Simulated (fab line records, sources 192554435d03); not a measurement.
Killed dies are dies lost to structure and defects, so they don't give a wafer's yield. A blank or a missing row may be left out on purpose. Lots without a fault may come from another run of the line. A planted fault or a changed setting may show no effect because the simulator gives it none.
fab line records | flow n5_finfet
record lots=11 wafers=33 last_day=15
route steps=1938 shown BEOL_M8@1386 BEOL_M9@1401 PASSIVATION@1936
lots that met no fault: from a run of the same line without faults
start_h: hours from the record's first day to the start of the lot's first wafer shown | wait_h: hours since the lot's step before | " the same as in the row above | L1.1+2: a row that stands for several wafers | - no value, or no start given | * or withheld: withheld | < > ~ a bound
route shown NAME@n: a module of which the file shows steps, and the number in the route of the first | usual: mean/standard deviation of fault-free wafers | same: alike in all rows | chamber/n: place in a boat | sites: the reading at each site | _std_site: their standard deviation | _edge_site: outer sites' mean less inner sites' | radius_mm: how far each site lies from the wafer's centre | mask NAME#n: copy n | behind: the tool/chamber that last shaped the wafer | hold: why the lot was held/for how many hours/how that ended | device: the transistor (n, p or np) that didn't switch | end of line: the same wafers' tests at the end of the route | a step without rows: its recipe alone | killed: dies lost to structure and defects at the first sort, not the wafer's yield | map: a wafer's dies, x killed, . not, _ none there
set.NAME: the setting as run; set.NAME@STEP: as run at that earlier step | model.NAME: the simulator's own value behind a step, which no gauge read
steps of the route over a sample of lots; a table a step, a row a wafer
services: from which hour (start_h, from the record's first day; less than 0 if before it) a tool's chamber was out of use, for how many hours, and why
## steps
# step N5_BEOL_M8_CURE_75
# recipe temp_c=370 time_s=120 ambient=DMADMS/He material=SiCOH_lowk
# usual lamp_power_pct=52.31/0.051 wafer_temp_C_max=371.6/0.59
# columns lot.wafer tool chamber start_h wait_h lamp_power_pct wafer_temp_C_max
L891.3 uv_cure-02 0 193.38 0.3 52.33 371.1
L891.4 " 0 " " 52.35 371.4
L891.5 " 0 " " 52.31 371.5
L892.2 uv_cure-02 0 200.02 0.1 52.26 371.5
L892.4 " 0 " " 52.28 371.3
L892.6 " 0 " " 52.27 371.3
L894.1 uv_cure-01 1 207.75 0.1 52.28 372.9
L894.2 " 1 " " 52.30 372.0
L894.5 " 1 " " 52.42 373.3
L893.2 uv_cure-03 1 213.94 0.3 52.40 371.4
L893.5 " 1 " " 52.37 371.3
L893.6 " 1 " " 52.27 371.0
L897.1 uv_cure-02 0 220.57 0.3 52.35 371.7
L897.3 " 0 " " 52.39 371.8
L897.5 " 0 " " 52.32 371.3
L901.2 uv_cure-01 1 262.93 0.1 52.31 372.5
L901.3 " 1 " " 52.34 373.1
L901.6 " 1 " " 52.31 373.0
L903.1 uv_cure-02 2 266.67 0.0 52.34 370.9
L903.2 " 2 " " 52.39 371.2
L903.5 " 2 " " 52.30 371.2
L904.1 uv_cure-03 0 279.05 0.0 52.31 371.2
L904.4 " 0 " " 52.31 371.4
L904.6 " 0 " " 52.30 371.8
L906.2 uv_cure-03 2 279.75 0.6 52.35 371.0
L906.5 " 2 " " 52.22 370.9
L906.6 " 2 " " 52.36 371.1
L907.2 uv_cure-02 2 297.06 0.1 52.33 371.3
L907.5 " 2 " " 52.32 371.4
L907.6 " 2 " " 52.33 371.9
L908.4 uv_cure-02 2 297.70 0.2 52.32 373.1
L908.5 " 2 " " 52.30 372.0
L908.6 " 2 " " 52.34 372.6
# step N5_BEOL_M8_DEP_56
# recipe material=SiCN target_thk_a=100 temp_c=withheld precursor=3MS/NH3 pressure_torr=3 rf_w=202 time_s=17.5
# usual showerhead_plenum_p_Torr=3.662/0.0081 throttle_valve_pct=9.0/0.58
# columns lot.wafer tool chamber start_h wait_h showerhead_plenum_p_Torr throttle_valve_pct
L891.3 pecvd-01 0 195.88 0.0 3.657 8.7
L891.4 " 1 " " 3.667 8.6
L891.5 " 2 " " 3.661 9.2
L892.2 pecvd-02 0 202.62 0.0 3.665 10.4
L892.4 " 1 " " 3.655 9.2
L892.6 " 2 " " 3.664 9.3
L894.1 pecvd-02 1 210.27 0.0 3.646 8.9
L894.2 " 2 " " 3.666 9.0
L894.5 " 0 " " 3.667 10.4
L893.2 pecvd-01 1 217.20 0.0 3.666 8.6
L893.5 " 1 " " 3.667 8.6
L893.6 " 0 " " 3.666 8.7
L897.1 pecvd-04 2 222.73 0.0 3.667 8.4
L897.3 " 0 " " 3.662 8.5
L897.5 " 0 " " 3.660 8.4
L901.2 pecvd-04 2 265.32 0.0 3.667 8.1
L901.3 " 1 " " 3.648 9.1
L901.6 " 0 " " 3.660 8.3
L903.1 pecvd-02 0 270.61 0.0 3.663 10.6
L903.2 " 1 " " 3.660 9.5
L903.5 " 1 " " 3.664 9.3
L904.1 pecvd-04 1 281.60 0.0 3.647 9.0
L904.4 " 2 " " 3.678 8.7
L904.6 " 1 " " 3.651 9.3
L906.2 pecvd-02 2 282.40 0.0 3.656 9.2
L906.5 " 1 " " 3.657 9.5
L906.6 " 0 " " 3.657 10.5
L907.2 pecvd-01 1 299.96 0.0 3.673 8.2
L907.5 " 0 " " 3.653 8.8
L907.6 " 2 " " 3.657 9.1
L908.4 pecvd-01 2 300.51 0.0 3.651 9.3
L908.5 " 1 " " 3.674 8.6
L908.6 " 0 " " 3.667 8.8
# step N5_BEOL_M9_ILD_DEP_00
# recipe material=SiCOH_lowk target_thk_a=3085.1 temp_c=300 precursor=DEMS/porogen pressure_torr=5 rf_w=500 time_s=58
# usual heater_power_w=313/47 run_length_s=101.1/0.51 showerhead_plenum_p_Torr=5.738/0.0097 throttle_valve_pct=14.0/0.91
# columns lot.wafer tool chamber start_h wait_h heater_power_w run_length_s showerhead_plenum_p_Torr throttle_valve_pct
L891.3 pecvd-01 1 196.04 0.1 269 101.2 5.741 12.7
L891.4 " 0 " " 298 100.1 5.748 13.5
L891.5 " 2 " " 279 102.4 5.723 13.8
L892.2 pecvd-01 0 202.75 0.0 328 100.4 5.741 13.5
L892.4 " 2 " " 332 101.8 5.741 14.0
L892.6 " 1 " " 336 101.2 5.734 12.8
L894.1 pecvd-02 0 210.40 0.0 318 101.0 5.751 15.9
L894.2 " 1 " " 391 100.5 5.740 14.3
L894.5 " 1 " " 395 100.5 5.742 14.5
L893.2 pecvd-01 2 217.35 0.0 333 101.3 5.743 13.9
L893.5 " 1 " " 332 101.3 5.740 12.8
L893.6 " 2 " " 329 101.3 5.737 14.0
L897.1 pecvd-01 2 222.87 0.0 331 101.2 5.739 13.8
L897.3 " 0 " " 295 100.2 5.746 13.6
L897.5 " 1 " " 315 101.4 5.727 12.9
L901.2 pecvd-03 2 265.45 0.0 219 101.6 5.736 13.2
L901.3 " 0 " " 268 100.2 5.749 14.0
L901.6 " 2 " " 233 101.5 5.740 13.4
L903.1 pecvd-02 2 270.74 0.0 374 101.4 5.746 14.5
L903.2 " 1 " " 362 100.4 5.718 14.2
L903.5 " 2 " " 394 101.3 5.739 14.4
L904.1 pecvd-03 0 281.73 0.0 238 100.2 5.733 14.1
L904.4 " 2 " " 237 101.7 5.754 13.1
L904.6 " 0 " " 244 100.5 5.729 14.1
L906.2 pecvd-02 1 282.54 0.0 378 100.5 5.736 14.1
L906.5 " 1 " " 386 100.9 5.734 14.1
L906.6 " 2 " " 381 101.1 5.737 14.4
L907.2 pecvd-02 0 300.09 0.0 289 113.9 5.757 15.9
L907.5 " 0 " " 310 113.8 5.754 15.7
L907.6 " 1 " " 340 100.4 5.734 14.3
L908.4 pecvd-02 0 300.66 0.1 257 113.3 5.751 15.9
L908.5 " 1 " " 389 100.8 5.722 14.1
L908.6 " 2 " " 395 101.1 5.742 14.3
# step N5_BEOL_M9_CURE_71
# recipe temp_c=385 time_s=240 ambient=He/Ar material=SiCOH_lowk
# usual lamp_power_pct=52.31/0.06 wafer_temp_C_max=386.6/0.56
# columns lot.wafer tool chamber start_h wait_h lamp_power_pct wafer_temp_C_max
L891.3 uv_cure-02 0 196.28 0.2 52.36 387.2
L891.4 " 0 " " 52.36 386.0
L891.5 " 0 " " 52.50 386.3
L892.2 uv_cure-03 0 202.91 0.1 52.32 386.8
L892.4 " 0 " " 52.27 385.9
L892.6 " 0 " " 52.29 385.9
L894.1 uv_cure-03 0 210.70 0.3 52.25 386.0
L894.2 " 0 " " 52.26 386.1
L894.5 " 0 " " 52.28 386.3
L893.2 uv_cure-03 0 217.51 0.1 52.25 386.2
L893.5 " 0 " " 52.30 386.0
L893.6 " 0 " " 52.40 385.8
L897.1 uv_cure-02 2 222.95 0.0 52.20 386.3
L897.3 " 2 " " 52.26 386.5
L897.5 " 2 " " 52.39 386.6
L901.2 uv_cure-02 0 265.61 0.1 52.38 386.6
L901.3 " 0 " " 52.22 386.5
L901.6 " 0 " " 52.26 386.5
L903.1 uv_cure-01 2 270.82 0.0 52.34 387.5
L903.2 " 2 " " 52.28 386.3
L903.5 " 2 " " 52.24 386.5
L904.1 uv_cure-01 0 281.81 0.0 52.31 387.2
L904.4 " 0 " " 52.33 387.0
L904.6 " 0 " " 52.38 387.1
L906.2 uv_cure-02 1 282.94 0.4 52.32 386.1
L906.5 " 1 " " 52.30 386.1
L906.6 " 1 " " 52.42 386.2
L907.2 uv_cure-02 0 300.25 0.1 52.27 386.4
L907.5 " 0 " " 52.36 385.7
L907.6 " 0 " " 52.28 386.6
L908.4 uv_cure-01 2 300.95 0.3 52.26 387.6
L908.5 " 2 " " 52.32 387.3
L908.6 " 2 " " 52.28 387.0
# step N5_BEOL_M9_THK_MEAS_01
# recipe reads=SiCOH_lowk_of_BEOL_M9_ILD_DEP_00
# usual M9_ILD_THK=268/3.8
# columns lot.wafer tool chamber start_h wait_h M9_ILD_THK[nm]
L891.3 film_metro-01 - 197.59 1.2 269
L891.4 " - " " 269
L891.5 " - " " 270
L892.2 film_metro-01 - 203.49 0.5 266
L892.4 " - " " 263
L892.6 " - " " 272
L894.1 film_metro-01 - 211.21 0.4 268
L894.2 " - " " 266
L894.5 " - " " 273
L893.2 film_metro-01 - 217.94 0.4 267
L893.5 " - " " 274
L893.6 " - " " 270
L897.1 film_metro-01 - 223.46 0.4 265
L897.3 " - " " 264
L897.5 " - " " 270
L901.2 film_metro-01 - 266.04 0.4 265
L901.3 " - " " 263
L901.6 " - " " 268
L903.1 film_metro-01 - 271.33 0.4 264
L903.2 " - " " 260
L903.5 " - " " 272
L904.1 film_metro-01 - 282.32 0.4 263
L904.4 " - " " 269
L904.6 " - " " 270
L906.2 film_metro-01 - 284.57 1.3 263
L906.5 " - " " 267
L906.6 " - " " 269
L907.2 film_metro-01 - 300.68 0.4 322
L907.5 " - " " 328
L907.6 " - " " 261
L908.4 film_metro-01 - 301.22 0.2 333
L908.5 " - " " 265
L908.6 " - " " 277
# step N5_PASSIVATION_PROBE_49
# usual defect_limited_yield=91.1/1.5 killed_at_M0_to_M3=35/11 killed_at_M4_up=13/5.7 killed_at_contacts=12/5.7 killed_at_front_end=40/11 killed_at_other=4/4.4 killed_dies=105/18 killed_open=68/14 killed_short=34/7.4 sort_bin_5_function=5.2/1 sort_bin_6_memory=3.3/0.67 sort_bin_8_speed=0.04/0.29 sort_n_pass=1074/18 sort_yield_pct=91.0/1.5
# same gross_dies=1180 killed_at_back_side=0 sort_bin_4_leakage[%]=0
# columns lot.wafer tool chamber start_h wait_h defect_limited_yield[%] killed_at_M0_to_M3 killed_at_M4_up killed_at_contacts killed_at_front_end killed_at_other killed_dies killed_open killed_short sort_bin_5_function[%] sort_bin_6_memory[%] sort_bin_8_speed[%] sort_n_pass sort_yield_pct[%]
L897.1 prober-01 - 291.32 0.0 91.9 39 10 14 20 12 95 57 37 4.9 2.7 0.08 1084 91.9
L897.3 prober-01 - 291.42 0.1 89.5 31 26 16 45 6 124 84 39 6.2 4.0 0 1056 89.5
L897.5 prober-01 - 291.52 0.2 89.8 37 21 18 37 7 120 85 29 5.9 3.9 0 1060 89.8
L908.4 prober-02 - 363.79 0.6 91.8 39 6 7 30 15 97 51 34 5.3 2.2 1.36 1067 90.4
L908.5 prober-02 - 363.84 0.7 92.9 30 4 18 30 2 84 55 27 3.7 3.0 0 1096 92.9
L908.6 prober-02 - 363.89 0.7 87.6 49 11 8 37 41 146 57 45 8.5 3.3 0 1034 87.6
L907.2 prober-02 - 367.64 0.1 90.4 25 16 11 55 6 113 70 34 5.8 2.7 0 1067 90.4
L907.5 prober-02 - 367.79 0.2 89.6 34 13 9 67 0 123 73 41 5.4 3.9 0 1057 89.6
L907.6 prober-02 - 367.84 0.3 92.3 27 10 22 32 0 91 57 34 4.2 3.1 0 1089 92.3
# killed by level:class
L897.1 BEOL_M0_SAQP:geometric_particle:short=12 MOL_CONTACT_COAG:geometric_particle:open=11 BEOL_M0_SAQP:geometric_particle:open=9 BEOL_M1:geometric_particle:open=8 STI_FIN_REVEAL:geometric_particle:open=5 PASS1_CAP:geometric_particle:short=3 DUMMY_GATE:geometric_particle:open=3 MOL_CONTACT_COAG:geometric_particle:short=3
L897.3 DUMMY_GATE:geometric_particle:open=10 MOL_CONTACT_COAG:geometric_particle:open=10 BEOL_M4:geometric_particle:open=10 FIN_SAQP:geometric_particle:open=7 BEOL_M3:geometric_particle:open=7 BEOL_M8:geometric_particle:open=7 FIN_SAQP:geometric_particle:short=6 STARTING-WAFER:geometric_particle:open=6
L897.5 MOL_CONTACT_COAG:geometric_particle:open=16 BEOL_M3:geometric_particle:open=10 BEOL_M1:geometric_particle:open=9 BEOL_M4:geometric_particle:open=9 FIN_SAQP:geometric_particle:open=4 DUMMY_GATE:geometric_particle:open=4 BEOL_M0_SAQP:geometric_particle:short=4 STARTING-WAFER:geometric_particle:open=4
L908.4 BEOL_M0_SAQP:geometric_particle:short=9 BEOL_M0_SAQP:geometric_particle:open=9 BEOL_M1:geometric_particle:open=7 MOL_CONTACT_COAG:geometric_particle:open=6 BEOL_M2:geometric_particle:open=6 FIN_SAQP:geometric_particle:short=5 MIM_TOP_ETCH:area_etch=5 HKMG_FIN:area_etch=5
L908.5 MOL_CONTACT_COAG:geometric_particle:open=15 DUMMY_GATE:geometric_particle:open=8 BEOL_M0_SAQP:geometric_particle:open=7 BEOL_M0_SAQP:geometric_particle:short=6 BEOL_M1:geometric_particle:open=6 GATE_CUT:geometric_particle:short=5 STI_FIN_REVEAL:geometric_particle:open=4 BEOL_M1:geometric_particle:short=4
L908.6 PASSIVATION:area_etch=32 BEOL_M0_SAQP:geometric_particle:short=19 BEOL_M0_SAQP:geometric_particle:open=16 BEOL_M2:geometric_particle:open=7 MOL_CONTACT_COAG:geometric_particle:open=7 HKMG_FIN:area_etch=5 STI_FIN_REVEAL:geometric_particle:open=4 STARTING-WAFER:geometric_particle:short=4
L907.2 FIN_SAQP:geometric_particle:open=13 BEOL_M4:geometric_particle:open=11 HKMG_FIN:area_etch=9 FIN_SAQP:geometric_particle:short=8 MOL_CONTACT_COAG:geometric_particle:open=8 BEOL_M1:geometric_particle:open=7 STI_FIN_REVEAL:geometric_particle:open=5 ILD0:geometric_particle:open=5
L907.5 FIN_SAQP:geometric_particle:short=14 BEOL_M1:geometric_particle:open=13 FIN_SAQP:geometric_particle:open=12 HKMG_FIN:area_etch=9 GATE_CUT:geometric_particle:short=8 STI_FIN_REVEAL:geometric_particle:open=7 MOL_CONTACT_COAG:geometric_particle:open=7 BEOL_M4:geometric_particle:open=7
L907.6 FIN_SAQP:geometric_particle:short=18 MOL_CONTACT_COAG:geometric_particle:open=17 BEOL_M1:geometric_particle:open=8 FIN_SAQP:geometric_particle:open=7 BEOL_M0_SAQP:geometric_particle:open=6 MOL_CONTACT_COAG:geometric_particle:short=5 BEOL_M0_SAQP:geometric_particle:short=4 BEOL_M4:geometric_particle:open=4
## services
# columns tool chamber start_h hours kind
uv_cure-03 - 190.66 8.8 repair
pecvd-04 - 191.31 14.0 repair
pecvd-03 - 192.42 28.1 pm
uv_cure-02 - 209.39 2.8 pm
uv_cure-01 - 211.51 7.5 pm
pecvd-04 1 211.99 6.6 repair
pecvd-02 - 217.23 0.5 repair
pecvd-03 0 225.35 14.4 repair
pecvd-04 - 234.31 0.6 repair
uv_cure-02 - 236.62 2.6 repair
pecvd-03 1 237.13 6.8 repair
uv_cure-03 - 240.20 2.1 pm
uv_cure-01 - 245.37 5.4 repair
pecvd-01 0 245.86 8.9 repair
pecvd-03 0 268.45 2.1 scheduled_down
uv_cure-03 - 270.87 6.0 pm
pecvd-02 0 284.96 2.1 scheduled_down
uv_cure-01 - 294.39 2.1 pm
## key
first_sign step=N5_BEOL_M9_ILD_DEP_00 reading=run_length_s direction=up sigmas=25 usual=* struck=*
effect step=N5_BEOL_M9_THK_MEAS_01 reading=M9_ILD_THK direction=up sigmas=16 usual=268 struck=327
met_at N5_BEOL_M9_ILD_DEP_00
struck_lots L907,L908
struck_wafers L907.2,L907.5,L908.4
baseline_loss step=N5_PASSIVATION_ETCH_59 wafers=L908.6
not_acting_at N5_BEOL_M8_CURE_75,N5_BEOL_M8_DEP_56,N5_BEOL_M9_CURE_71
onset_between 210.40 300.09
fault kind=process_parameter_drift tool=pecvd-02 chamber=0 onset_h=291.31 steps=N5_BEOL_M9_ILD_DEP_00 channel=time_s offset=* shape=step end_h=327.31 acts_in=* stated=*
# baseline_loss: these wafers lose ten dies or more at that step, a loss of the line's own and not of a fault; the sort's usual values leave them out
